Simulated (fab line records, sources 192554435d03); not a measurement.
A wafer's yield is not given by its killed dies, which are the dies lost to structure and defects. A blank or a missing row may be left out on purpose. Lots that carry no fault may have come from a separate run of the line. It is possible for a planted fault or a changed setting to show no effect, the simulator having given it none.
Split-lot experiment    flow n5_finfet    39 wafers read from 7 lots, route of 1938 steps

== ABOUT THE SPLIT ==
At N5_BEOL_M4_ILD_DEP_00 (deposits SiOC from DEMS/O2, target thk 79 nm, time 15.3 s), the setting target_thk_a was moved away from the recipe's 790 angstrom on 12 of the 39 wafers read, by +23.1% to +43.5%. The other wafers ran this setting at the recipe's value.

Split to reading: the file shows no intervening step.

== THE READING ==
M4_ILD_THK in nanometres, read at N5_BEOL_M4_THK_MEAS_01. A value of 78.5 nm with a standard deviation of 1 nm is what fault-free wafers of this fab line usually give.

wafer   tool, chamber at the split  target_thk_a as run, angstrom  against the recipe  M4_ILD_THK, nm  against lot-mates on the recipe
L074.2  pecvd-02, 1                 790                            recipe              79.6            -
L074.3  pecvd-02, 2                 790                            recipe              77.6            -
L074.6  pecvd-02, 0                 790                            recipe              80.9            -
L075.1  pecvd-01, 2                 1093                           +38.4%              108.4           +29.2
L075.2  pecvd-01, 0,2               790                            recipe              79.0            -
L075.3  pecvd-01, 0,2               790                            recipe              79.0            -
L075.4  pecvd-01, 0                 1093                           +38.4%              109.8           +30.6
L075.5  pecvd-01, 2                 1093                           +38.4%              109.4           +30.2
L075.6  pecvd-01, 0                 790                            recipe              79.7            -
L079.1  pecvd-01, 1                 991.1                          +25.5%              98.3            +19.6
L079.2  pecvd-01, 0,1               790                            recipe              78.3            -
L079.3  pecvd-01, 2                 991.1                          +25.5%              97.7            +19.0
L079.4  pecvd-01, 0,1               790                            recipe              78.3            -
L079.5  pecvd-01, 2                 991.1                          +25.5%              99.8            +21.1
L079.6  pecvd-01, 0                 790                            recipe              79.4            -
L080.1  pecvd-02, 1                 972.7                          +23.1%              95.9            +18.5
L080.2  pecvd-02, 0                 790                            recipe              76.8            -
L080.3  pecvd-02, 2                 790                            recipe              77.4            -
L080.4  pecvd-02, 1                 972.7                          +23.1%              97.1            +19.7
L080.5  pecvd-02, 0                 972.7                          +23.1%              97.7            +20.3
L080.6  pecvd-02, 2                 790                            recipe              78.0            -
L087.1  pecvd-01, 1                 790                            recipe              79.1            -
L087.2  pecvd-01, 2                 790                            recipe              77.6            -
L087.3  pecvd-01, 0                 790                            recipe              78.7            -
L087.4  pecvd-01, 1                 790                            recipe              79.9            -
L087.5  pecvd-01, 2                 790                            recipe              79.7            -
L087.6  pecvd-01, 0                 790                            recipe              80.2            -
L089.1  pecvd-01, 2                 1134                           +43.5%              113.0           +34.0
L089.2  pecvd-01, 1                 1134                           +43.5%              112.0           +33.0
L089.3  pecvd-01, 0                 790                            recipe              78.6            -
L089.4  pecvd-01, 2                 790                            recipe              79.9            -
L089.5  pecvd-01, 0                 790                            recipe              78.6            -
L089.6  pecvd-01, 1                 1134                           +43.5%              113.6           +34.6
L090.1  pecvd-02, 0                 790                            recipe              77.2            -
L090.2  pecvd-02, 1                 790                            recipe              78.6            -
L090.3  pecvd-02, 1                 790                            recipe              79.7            -
L090.4  pecvd-02, 0                 790                            recipe              79.4            -
L090.5  pecvd-02, 1                 790                            recipe              80.1            -
L090.6  pecvd-02, 0                 790                            recipe              78.3            -
When a row names more than one chamber, that row covers several wafers, and the file does not tell which wafer ran in which chamber.

FIT RESULTS
A straight line over all 39 wafers: M4_ILD_THK changes by +0.783 nm for each +1% of target_thk_a; r = +1.00; the points scatter about the line by 0.96 nm.
The same after taking each lot's own level away (the mean of its wafers on the recipe; 39 wafers): +0.785 nm for each +1%; r = +1.00; scatter 0.91 nm.
The reading moves by 34 nm for the largest change in target_thk_a, on that fit.
Measured against the standard deviation above, the lots' own levels, which go from 77.40 to 79.37 nm, span 2.0 times it.
Hence the lot-to-lot level has little effect on the slope; both slopes agree.
Check: with one of the wafers moved furthest among these (+43.5%) left out of the fit, the line predicts +34.3 nm for it against its lot-mates. Against them it came out at +34 nm.

== ADDITIONAL SPLITS CARRIED BY THESE WAFERS ==
These wafers also went through other splits before the reading. Each is held against what the fit with the lots' levels taken away leaves over:
other split on the same wafers         wafers away from the commonest value  r with M4_ILD_THK (lot level and that fit taken away)
N5_FIN_SAQP_SPACER1_ALD_24 ald_cycles  15                                    +0.07
N5_SD_EPI_P_DESCUM_14 time_s           18                                    +0.09
N5_GATE_CUT_DESCUM_18 time_s           18                                    +0.16
N5_BEOL_M2_ALD_98 ald_cycles           15                                    +0.21

== THE WHOLE CHAIN: every reading that the file lists as answering this split, in the file's order ==
step                    what it does                                               reading                                                                             change (the file's fit)                r (the file's)
N5_BEOL_M4_ILD_DEP_00   deposits SiOC from DEMS/O2, target thk 79 nm, time 15.3 s  SiOC_of_BEOL_M4_ILD_DEP_00.thk_nm (the simulator's own value, which no gauge read)  +0.786 nm for each +1% of the setting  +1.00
N5_BEOL_M4_THK_MEAS_01                                                             M4_ILD_THK                                                                          +0.787 for each +1% of the setting     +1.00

== FILE'S OWN FIT ==
M4_ILD_THK changes by +0.787 nm for each +1% of target_thk_a, r = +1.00.
